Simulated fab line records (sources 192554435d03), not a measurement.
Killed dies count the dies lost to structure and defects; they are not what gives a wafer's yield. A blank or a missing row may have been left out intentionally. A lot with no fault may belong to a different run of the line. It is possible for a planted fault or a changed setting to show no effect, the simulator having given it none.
Matching of chambers	flow n5_finfet	4 sister chambers for N5_BEOL_M0_STRIP_140 on rie_diel-04
The step strips in CF4. 18 wafers are shown with their chamber, then 9 later ones without.

## WAFERS, EACH WITH ITS CHAMBER
wafer	chamber	throttle_valve_pct (%)	oes_product_au (a.u.)	showerhead_plenum_p_Torr (Torr)
L076.3	1	13.15	0.87	1.83
L076.5	0	13.42	0.88	1.83
L076.6	1	13.11	0.88	1.83
L079.1	0	13.43	0.88	1.83
L079.4	2	13.64	0.81	1.81
L079.6	0	13.45	0.87	1.83
L080.3	1	13.15	0.85	1.83
L080.4	2	13.67	0.81	1.81
L080.5	1	13.15	0.86	1.83
L082.1	0	13.45	0.86	1.83
L082.4	1	13.18	0.84	1.83
L082.6	1	13.18	0.85	1.82
L086.1	3	13.15	0.91	1.83
L086.5	2	13.68	0.79	1.81
L086.6	1	13.19	0.84	1.82
L088.2	0	13.45	0.84	1.82
L088.5	1	13.20	0.83	1.82
L088.6	0	13.46	0.85	1.82

SIGNATURES (means of the wafers above)
reading	chamber 0	chamber 1	chamber 2	chamber 3	scatter within a chamber
throttle_valve_pct	13.4433	13.1638	13.6633	13.1500	0.0239
oes_product_au	0.8633	0.8525	0.8033	0.9100	0.0159
showerhead_plenum_p_Torr	1.8267	1.8263	1.8100	1.8300	0.00479
Rule: for a wafer and a chamber, the distance is found by dividing, reading by reading, the gap between the wafer's reading and the chamber's mean by the reading's scatter, squaring, summing and taking the root. If the next closest chamber is less than 2 further off than the closest, the wafer can't be placed; otherwise it belongs to the closest. How the scatter is found: for the shown wafers, subtract from each reading the mean of its chamber, square and add these, divide the total by (wafers less chambers), then take the root.

## WAFERS WITHOUT THEIR CHAMBER
wafer	throttle_valve_pct (%)	oes_product_au (a.u.)	showerhead_plenum_p_Torr (Torr)
L090.2	13.48	0.85	1.82
L090.3	13.17	0.90	1.83
L090.6	13.73	0.79	1.81
L093.1	13.24	0.82	1.82
L093.5	13.49	0.83	1.82
L093.6	13.18	0.88	1.83
L097.3	13.27	0.82	1.82
L097.4	13.52	0.82	1.82
L097.6	13.50	0.83	1.82

## WHICH CHAMBER EACH WENT THROUGH
wafer	from the rows above	in truth
L090.2	0	0
L090.3	3	3
L090.6	2	2
L093.1	1	1
L093.5	0	0
L093.6	can't be placed: 1 or 3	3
L097.3	1	1
L097.4	0	0
L097.6	0	0
Correctly placed: 8 of 9. Unplaceable from these rows: 1, with the true chamber sitting among the candidates in 1. 0 placed wrongly.
